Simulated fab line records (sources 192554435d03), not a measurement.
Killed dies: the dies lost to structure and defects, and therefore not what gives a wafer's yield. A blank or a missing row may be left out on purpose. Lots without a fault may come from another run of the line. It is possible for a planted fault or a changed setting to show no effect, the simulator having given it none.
fab line records ; flow n5Finfet
record lots=4; wafers=12; lastDay=18
route steps=1938 shown BEOL_M15@1815 PASS1_DEP@1831 MIM_BOT@1832 MIM_TOP@1834 MIM_TOP_LITHO@1839 PASSIVATION@1936
lots with no fault: from the same line, run without faults
startH: hours from the record's first day to the start of the lot's first wafer shown ; waitH: how many hours have passed since the lot's step before this one ; " the same as in the row above ; L1.1+2: a row that stands for several wafers ; - no value present, or no start provided ; * or withheld: withheld ; < > ~ a bound
route shown NAME@n: a module of which the file shows steps, and the number in the route of the first ; usual: mean and standard deviation over wafers with no fault ; same: alike in all rows ; chamber/n: place in a boat ; sites: readings site by site ; _std_site: the values' standard deviation ; _edge_site: the outer-site mean with the inner-site mean subtracted ; radiusMm: how far each site lies from the wafer's centre ; mask NAME#n: copy n ; behind: tool/chamber where the wafer was last shaped ; hold: reason for holding the lot/hours on hold/outcome of the hold ; device: whichever transistor did not switch (one of n, p or np) ; end of line: tests of these same wafers at the route's end ; a step given without rows: its recipe and nothing more ; killed: not the wafer's yield, but the dies lost to structure and defects at the first sort ; map: the dies of a wafer, with x for killed, . for not killed, _ for no die there
set.NAME: the setting that was run; set.NAME@STEP: the one run at that earlier step ; model.NAME: the simulator's own value behind a step, which no gauge read
certain route steps with their lots: each step a table, each wafer a row
services: from which hour (startH, from the record's first day; less than 0 if before it) a tool's chamber was out of use, for how many hours, and why
## steps
# step N5_BEOL_M15_PRECLEAN_39
# recipe chemistry=residueRemover; timeS=60; tempC=40
# step N5_BEOL_M15_SRD_40
# recipe timeS=30; tempC=23; rinseLiquid=diw; dry=n2Spin; spinRpm=1500; dryTimeS=30
# step N5_BEOL_M15_DEGAS_41
# recipe ambient=vacuum; tempC=300; timeS=60
# step N5_BEOL_M15_PRE_CLEAN_42
# recipe gas=H2/He; timeS=30; tempC=300
# step N5_BEOL_M15_SPUTTER_43
# recipe material=TaN; targetThkA=150; tempC=50; biasV=168.6; powerW=15000; chamberPressurePa=0.12; timeS=24.19
# step N5_BEOL_M15_SPUTTER_44
# recipe material=Ta; targetThkA=150; tempC=50; biasV=80; powerW=15000; chamberPressurePa=0.07; timeS=24.19
# step N5_BEOL_M15_SPUTTER_45
# recipe material=Cu; targetThkA=1000; tempC=-20; biasV=60; powerW=26000; chamberPressurePa=0.13; timeS=16.67
# step N5_BEOL_M15_ECD_47
# recipe material=Cu; targetThkA=18600
# step N5_BEOL_M15_ANNEAL_48
# recipe tempC=225; timeS=90; ambient=N2
# step N5_BEOL_M15_CMP_49
# recipe stopOn=SiO2; tOverpolishS=4.9; downForcePsi=2; platenRpm=80; clearingPlatenDownForcePsi=2; clearingPlatenRpm=80; postCmpClean=cuAlkaline; targetThkNm=850; clearingPlatenPadVelocityMS=1.5917; padVelocityMS=1.5917
# step N5_BEOL_M15_PRE_CLEAN_52
# recipe gas=NH3; timeS=15; tempC=withheld; rfPowerW=300
# step N5_BEOL_M15_DEP_53
# recipe material=SiCN; targetThkA=500; tempC=withheld; precursor=3MS/NH3; pressureTorr=3; rfW=675; timeS=17.8
# usual showerheadPlenumPTorr=4.164/0.023; throttleValvePct=17.8/0.89
lot.wafer;tool;chamber;startH;waitH;showerheadPlenumPTorr;throttleValvePct
L112.3;pecvd-02;0;306.68;0.0;4.165;16.9
L112.5;pecvd-02;2;306.68;0.0;4.143;17.6
L112.6;pecvd-02;0;306.68;0.0;4.163;17.0
L121.1;pecvd-02;2;374.36;0.0;4.163;17.8
L121.2;pecvd-02;0;374.36;0.0;4.166;16.9
L121.5;pecvd-02;1;374.36;0.0;4.160;17.8
L124.1;pecvd-02;0;377.93;0.0;4.158;17.0
L124.2;pecvd-02;2;377.93;0.0;4.151;17.8
L124.4;pecvd-02;2;377.93;0.0;4.138;18.0
L127.1;pecvd-03;0;418.12;0.0;4.215;17.3
L127.2;pecvd-03;2;418.12;0.0;4.175;17.1
L127.3;pecvd-03;1;418.12;0.0;4.169;19.3
# step N5_BEOL_M15_INSPECT_55
# recipe inspectInstrument=darkfield; mode=postDep
# usual rawDefectCount=73/23
lot.wafer;tool;chamber;startH;waitH;rawDefectCount
L112.3;defectInspect-01;-;306.77;0.0;68
L112.5;defectInspect-01;-;306.77;0.0;65
L112.6;defectInspect-01;-;306.77;0.0;95
L121.1;defectInspect-01;-;374.45;0.0;732
L121.2;defectInspect-01;-;374.45;0.0;757
L121.5;defectInspect-01;-;374.45;0.0;731
L124.1;defectInspect-01;-;378.02;0.0;763
L124.2;defectInspect-01;-;378.02;0.0;745
L124.4;defectInspect-01;-;378.02;0.0;749
L127.1;defectInspect-02;-;418.21;0.0;70
L127.2;defectInspect-02;-;418.21;0.0;57
L127.3;defectInspect-02;-;418.21;0.0;64
# step N5_PASSIVATION_PECVD_00
# recipe material=SiO2; targetThkA=2000; tempC=400; precursor=SiH4/N2O; pressureTorr=2.7; rfW=608; timeS=11.2
# step N5_MIM_BOT_DEGAS_01
# recipe ambient=vacuum; tempC=300; timeS=60
# step N5_MIM_BOT_SPUTTER_00
# recipe material=TiN; targetThkA=350; tempC=200; powerW=3000; chamberPressurePa=0.49996; gas=Ar; reactivePartialPa=0.37997; timeS=89.7
# step N5_MIM_TOP_ALD_00
# recipe material=Al2O3; targetThkA=*; tempC=withheld; aldPrecursorFamily=TMA; aldCoReactant=O3; pulseTimeS=withheld; purgeTimeS=3; coReactantPurgeTimeS=withheld; coReactantPulseTimeS=3; aldCycles=withheld
# step N5_MIM_TOP_ALD_01
# recipe material=HfO2; targetThkA=56; tempC=withheld; aldPrecursorFamily=Hf-amide; aldCoReactant=O3; pulseTimeS=1; purgeTimeS=3; coReactantPurgeTimeS=2; coReactantPulseTimeS=3; aldCycles=62
# step N5_MIM_TOP_ALD_02
# recipe material=Al2O3; targetThkA=*; tempC=withheld; aldPrecursorFamily=TMA; aldCoReactant=O3; pulseTimeS=withheld; purgeTimeS=3; coReactantPurgeTimeS=withheld; coReactantPulseTimeS=3; aldCycles=withheld
# step N5_MIM_TOP_DEGAS_04
# recipe ambient=vacuum; tempC=300; timeS=60
# step N5_MIM_TOP_SPUTTER_03
# recipe material=TiN; targetThkA=350; tempC=200; powerW=3000; chamberPressurePa=0.49996; gas=Ar; reactivePartialPa=0.37997; timeS=89.7
# step N5_MIM_TOP_LITHO_HMDS_01
# recipe timeS=60; tempC=120
# step N5_MIM_TOP_LITHO_COAT_02
# recipe spinRpm=*; resistThkNm=*
# step N5_MIM_TOP_LITHO_EBR_04
# recipe solvent=PGMEA; ebrWidthMm=1.5
# step N5_MIM_TOP_LITHO_SOFTBAKE_03
# recipe tempC=100; timeS=90
# step N5_MIM_TOP_LITHO_EXPOSE_05
# recipe maskId=MIM_TOP; na=0.55; sourceShape=conventional; sigmaOuter=0.8; polarization=unpolarized; targetCdNm=2000; doseMj=20.5
# step N5_MIM_TOP_LITHO_PEB_06
# recipe pebTempC=withheld; pebTimeS=*
# step N5_MIM_TOP_LITHO_DEVELOP_07
# recipe developTimeS=60; rinseLiquid=diw; dry=airSpin; devTempC=21
# step N5_MIM_TOP_LITHO_HARDBAKE_09
# recipe tempC=130; timeS=120
# step N5_MIM_TOP_LITHO_INSPECT_12
# recipe mode=adi; inspectInstrument=macro
# usual rawDefectCount=2.3/1.4
lot.wafer;tool;chamber;startH;waitH;rawDefectCount
L112.3;defectInspect-01;-;310.78;0.0;3
L112.5;defectInspect-01;-;310.78;0.0;2
L112.6;defectInspect-01;-;310.78;0.0;2
L121.1;defectInspect-02;-;382.34;0.0;>300
L121.2;defectInspect-02;-;382.34;0.0;>300
L121.5;defectInspect-02;-;382.34;0.0;>300
L124.1;defectInspect-01;-;383.89;0.0;>300
L124.2;defectInspect-01;-;383.89;0.0;>300
L124.4;defectInspect-01;-;383.89;0.0;>300
L127.1;defectInspect-01;-;421.02;0.0;3
L127.2;defectInspect-01;-;421.02;0.0;1
L127.3;defectInspect-01;-;421.02;0.0;0
# step N5_MIM_TOP_LITHO_DESCUM_10
# recipe chemistry=O2; timeS=7.9; sourcePowerW=50; biasPowerW=20; pressureMtorr=20; rfFrequencyHz=2.712e+07; tempC=40; o2FlowSccm=225
# step N5_PASSIVATION_PROBE_49
# usual defectLimitedYield=91.5/1.4; killed_at_M0_to_M3=32/11; killed_at_M4_up=12/4.4; killedAtContacts=13/6.1; killedAtFrontEnd=39/12; killedAtOther=3.9/3; killedDies=100/17; killedOnRim=13/3.9; killedOpen=66/12; killedShort=33/7.4; sort_bin_4_leakage=0.03/0.14; sort_bin_5_function=5.0/0.95; sort_bin_6_memory=3.2/0.66; sortNPass=1079/17; sortYieldPct=91.4/1.5
# same grossDies=1180; killedAtBackSide=0; sort_bin_8_speed[%]=0
lot.wafer;tool;chamber;startH;waitH;defectLimitedYield[%];killed_at_M0_to_M3;killed_at_M4_up;killedAtContacts;killedAtFrontEnd;killedAtOther;killedDies;killedOnRim;killedOpen;killedShort;sort_bin_4_leakage[%];sort_bin_5_function[%];sort_bin_6_memory[%];sortNPass;sortYieldPct[%]
L112.3;prober-01;-;322.74;0.1;90.6;51;12;16;24;8;111;12;74;36;0;5.6;3.6;1069;90.6
L112.5;prober-01;-;322.84;0.2;92.2;47;7;13;20;5;92;10;63;27;0;4.4;3.0;1088;92.2
L112.6;prober-01;-;322.89;0.3;93.7;23;7;19;20;5;74;13;50;23;0;3.6;2.5;1106;93.7
L121.1;prober-01;-;392.11;0.0;81.5;31;144;18;23;2;218;13;54;34;0;11.1;4.6;962;81.5
L121.2;prober-01;-;392.16;0.1;86.9;40;80;14;19;2;155;27;52;31;0;7.4;3.6;1025;86.9
L121.5;prober-01;-;392.31;0.2;81.7;19;148;13;32;4;216;14;52;30;0;11.6;4.1;964;81.7
L124.1;prober-02;-;394.03;0.0;83.7;29;90;7;64;2;192;30;89;28;0;9.8;4.3;988;83.7
L124.2;prober-02;-;394.08;0.1;81.9;22;145;9;36;2;214;10;59;23;0;11.5;3.6;966;81.9
L124.4;prober-02;-;394.18;0.2;80.1;42;144;7;39;3;235;23;71;30;0;12.5;4.7;945;80.1
# killed by level:class
L112.3 BEOL_M0_SAQP:geometricParticle:short=13 BEOL_M3:geometricParticle:open=12 MOL_CONTACT_COAG:geometricParticle:open=12 BEOL_M0_SAQP:geometricParticle:open=10 BEOL_M2:geometricParticle:open=8 FIN_SAQP:geometricParticle:open=5 STI_FIN_REVEAL:geometricParticle:open=4 MOL_CONTACT_COAG:geometricParticle:short=4
L112.5 BEOL_M0_SAQP:geometricParticle:open=14 BEOL_M2:geometricParticle:open=13 BEOL_M0_SAQP:geometricParticle:short=11 MOL_CONTACT_COAG:geometricParticle:open=9 FIN_SAQP:geometricParticle:open=4 MOL_CONTACT_COAG:geometricParticle:short=4 BEOL_M3:geometricParticle:open=4 FIN_SAQP:geometricParticle:short=3
L112.6 MOL_CONTACT_COAG:geometricParticle:open=14 BEOL_M0_SAQP:geometricParticle:open=8 GATE_CUT:geometricParticle:short=5 MOL_CONTACT_COAG:geometricParticle:short=5 BEOL_M0:geometricParticle:open=5 STI_FIN_REVEAL:geometricParticle:open=4 BEOL_M0_SAQP:geometricParticle:short=4 GATE_CUT:geometricParticle:open=3
L121.1 BEOL_M15:unspecified=130 MOL_CONTACT_COAG:geometricParticle:open=13 BEOL_M0_SAQP:geometricParticle:short=7 BEOL_M2:geometricParticle:open=6 BEOL_M4:geometricParticle:open=6 MOL_CONTACT_COAG:geometricParticle:short=5 STI_FIN_REVEAL:geometricParticle:open=4 GATE_CUT:geometricParticle:short=4
L121.2 BEOL_M15:unspecified=71 BEOL_M1:geometricParticle:open=11 MOL_CONTACT_COAG:geometricParticle:open=10 BEOL_M0_SAQP:geometricParticle:open=8 BEOL_M0_SAQP:geometricParticle:short=6 GATE_CUT:geometricParticle:open=5 BEOL_M5:geometricParticle:open=5 BEOL_M3:geometricParticle:open=5
L121.5 BEOL_M15:unspecified=133 MOL_CONTACT_COAG:geometricParticle:open=10 BEOL_M4:geometricParticle:open=9 GATE_CUT:geometricParticle:short=8 BEOL_M0_SAQP:geometricParticle:short=6 FIN_SAQP:geometricParticle:short=5 STI_FIN_REVEAL:geometricParticle:open=5 BEOL_M3:geometricParticle:open=5
L124.1 BEOL_M15:unspecified=71 FIN_SAQP:geometricParticle:open=27 STI_FIN_REVEAL:geometricParticle:open=13 BEOL_M4:geometricParticle:open=7 DUMMY_GATE:geometricParticle:open=6 BEOL_M1:geometricParticle:open=6 FIN_SAQP:geometricParticle:short=5 MOL_CONTACT_COAG:geometricParticle:open=5
L124.2 BEOL_M15:unspecified=126 STI_FIN_REVEAL:geometricParticle:open=13 BEOL_M4:geometricParticle:open=8 FIN_SAQP:geometricParticle:open=7 MOL_CONTACT_COAG:geometricParticle:open=6 GATE_CUT:geometricParticle:short=5 BEOL_M0_SAQP:geometricParticle:open=5 BEOL_M0_SAQP:geometricParticle:short=4
L124.4 BEOL_M15:unspecified=127 BEOL_M3:geometricParticle:open=11 BEOL_M0_SAQP:geometricParticle:open=10 STI_FIN_REVEAL:geometricParticle:open=9 BEOL_M4:geometricParticle:open=9 MOL_CONTACT_COAG:geometricParticle:open=6 FIN_SAQP:geometricParticle:short=5 BEOL_M0_SAQP:geometricParticle:short=5
# map L121.1 (x killed, . not)
_________________......x.....________________
______________...x.............._____________
___________......x..x............x.__________
__________...................x....x._________
________....x........................._______
_______...x..........x.x.............x.______
______......xx.x.................x......_____
_____.x....................x.x...........____
____......................................___
___........................................__
___.............x.x..x................x....__
__..x......x................................_
__...x.........x..x....x..x............x...._
_..x..x......x..................x............
_x...x.x...xx.x........................x.....
_....x.xxx.xx.xxxx.............x....x..xx....
_.......xxxxxxxxxxx..........x.x...x.........
_.....xxxxxxxxxxxxxxxx...x.....x............x
_.x.xx.xxxxxxxxxxxxxx.............xx.........
_...xxxxxxxxxxxxxxxxx..............x.........
_.....xxxxxxxxxxxxxxx......x...............x.
__..x..xxxxxxxxxxxxxx......................._
__....xx.xxxxxxxxxx.x............x.........._
___......xxxxxxxx..x....x.....x............__
___.....xxx.xx.x................x....x.....__
____...x.x.x.xxx.x...x...x....x....xx.....___
_____.x.xx........x................x.....____
______......x.....................x....._____
_______..................x.........x...______
________............................x._______
__________...............x.........._________
___________.......x................__________
______________.........x........_____________
_________________......x..x..________________
# map L124.4 (x killed, . not)
_________________x.x......x..________________
______________x..x...x...x......_____________
___________.xx..xxx....x..........x__________
__________.............x.......x...._________
________....................x........._______
_______..............x..x.........x....______
______x.......x.......................xx_____
_____........x........x......x......x....____
____....x...............x.................___
___.....x.....x...x.....x..................__
___.......x......x......x...............x..__
__......x..............x..............x....._
__.....x......x.....x..........x....x......._
_........x......x.....x..........x.......xx..
_x.....x.xxxxxx..x.....x.................x..x
_....xx.x.x.xxxxxx....x..x...................
_....x.xxxxxxxxxxxxx.......x..x........x....x
_xx....x.xxxxxxxxxxxx....x.....x....x........
_......xxxxxxxxxxxx.x......x...............x.
_...x...xxxxxxxxxxxxx.x........x.............
_.x...xxxxxxxxxxxxx.x...x.........x.x........
__x.xxx.xxxxxxxxxxxx.x..................xx.._
__.x...x.xxxxxxxx.x..x.........x......x....._
___....xxxxxxxxx..x........................__
___........xxxx.x.....x..x...............x.__
____...........x.xx.......................___
_____......x........................x....____
______......x....xx..x.....x............_____
_______........x.....x.......x......x..______
________...............x.........x...._______
__________.......................x.._________
___________...........x...........x__________
______________.x...........x...._____________
_________________......x...x.________________
## services
tool;chamber;startH;hours;kind
pecvd-03;-;307.84;0.5;repair
pecvd-03;0;320.29;13.8;repair
pecvd-02;-;332.83;0.4;repair
pecvd-03;2;337.13;2.1;scheduledDown
pecvd-03;0;358.98;5.5;scheduledDown
pecvd-03;2;377.01;8.5;repair
pecvd-02;1;381.66;5.5;scheduledDown
pecvd-02;-;387.42;0.9;repair
pecvd-02;2;393.78;5.5;scheduledDown
## key
firstSign step=N5_BEOL_M15_INSPECT_55; reading=rawDefectCount; direction=up; sigmas=29; usual=73; struck=746
effect step=N5_MIM_TOP_LITHO_INSPECT_12; reading=rawDefectCount; direction=up; sigmas=99+; usual=2.3; struck=>300
effect step=N5_PASSIVATION_PROBE_49; reading=killed_at_M4_up; direction=up; sigmas=25; usual=12; struck=125
moreKillsBornAt N5_BEOL_M15_DEP_53@pecvd-02=658
metAt N5_BEOL_M15_DEP_53
struckWafers L121.1,L121.2,L121.5,L124.1,L124.2,L124.4
onsetBetween 306.68 374.36
fault kind=chamberParticleSource; tool=pecvd-02; chamber=-; onsetH=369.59; steps=N5_BEOL_M15_DEP_53; ratePerVisitCm2=1.024; endH=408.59
